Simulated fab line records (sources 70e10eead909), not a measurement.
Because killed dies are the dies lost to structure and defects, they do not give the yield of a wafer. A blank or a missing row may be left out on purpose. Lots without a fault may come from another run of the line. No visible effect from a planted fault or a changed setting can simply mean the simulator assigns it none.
Matching of chambers || flow nand harc || NHARC_P_M2_CMP_23 on cmp-01: 4 sister chambers
The step polishes, t overpolish 20 s, target thk 144.3 nm. 8 wafers are shown with their chamber, then 8 later ones without.

EACH WAFER AND ITS CHAMBER
{"wafer": "L596.1", "chamber": 0, "motor current A (A)": 12.3, "time to endpoint s (s)": 24}
{"wafer": "L600.1", "chamber": 1, "motor current A (A)": 13.3, "time to endpoint s (s)": 22}
{"wafer": "L600.4", "chamber": 3, "motor current A (A)": 11.5, "time to endpoint s (s)": 30}
{"wafer": "L600.6", "chamber": 2, "motor current A (A)": 13.9, "time to endpoint s (s)": 29}
{"wafer": "L602.2", "chamber": 0, "motor current A (A)": 12.9, "time to endpoint s (s)": 27}
{"wafer": "L602.3", "chamber": 1, "motor current A (A)": 12.3, "time to endpoint s (s)": 23}
{"wafer": "L602.4", "chamber": 2, "motor current A (A)": 14.9, "time to endpoint s (s)": 26}
{"wafer": "L603.1", "chamber": 3, "motor current A (A)": 11.8, "time to endpoint s (s)": 29}

WAFERS MISSING THEIR CHAMBER
{"wafer": "L603.2", "motor current A (A)": 14.4, "time to endpoint s (s)": 26}
{"wafer": "L603.6", "motor current A (A)": 11.2, "time to endpoint s (s)": 29}
{"wafer": "L606.1", "motor current A (A)": 13.9, "time to endpoint s (s)": 27}
{"wafer": "L606.5", "motor current A (A)": 11.4, "time to endpoint s (s)": 29}
{"wafer": "L606.6", "motor current A (A)": 12.9, "time to endpoint s (s)": 24}
{"wafer": "L607.1", "motor current A (A)": 12.1, "time to endpoint s (s)": 30}
{"wafer": "L607.4", "motor current A (A)": 14.3, "time to endpoint s (s)": 28}
{"wafer": "L607.6", "motor current A (A)": 12.3, "time to endpoint s (s)": 23}

CHAMBER TAKEN BY EACH
{"wafer": "L603.2", "from the rows above": 2, "in truth": 2}
{"wafer": "L603.6", "from the rows above": 3, "in truth": 3}
{"wafer": "L606.1", "from the rows above": "can't be placed: 2 or 0", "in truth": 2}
{"wafer": "L606.5", "from the rows above": 3, "in truth": 3}
{"wafer": "L606.6", "from the rows above": "can't be placed: 1 or 0", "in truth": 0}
{"wafer": "L607.1", "from the rows above": 3, "in truth": 3}
{"wafer": "L607.4", "from the rows above": 2, "in truth": 2}
{"wafer": "L607.6", "from the rows above": "can't be placed: 1 or 0", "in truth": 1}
Correct placement for 5 of the 8. From these rows, 3 cannot be placed; in 3 the true chamber is one of the candidates. Placed wrongly: 0.
How it was worked out, from the rows above alone: a wafer's distance from a chamber is the root of the sum, over the readings, of the square of ((its reading less the chamber's mean) divided by the reading's scatter). If the next closest chamber is less than 2 further off than the closest, the wafer can't be placed; otherwise it belongs to the closest. The mean given for a chamber averages the wafers shown for that chamber. The scatter is the square root of a quotient: the sum, over the shown wafers, of each reading's squared deviation from its chamber's mean, divided by wafers minus chambers.
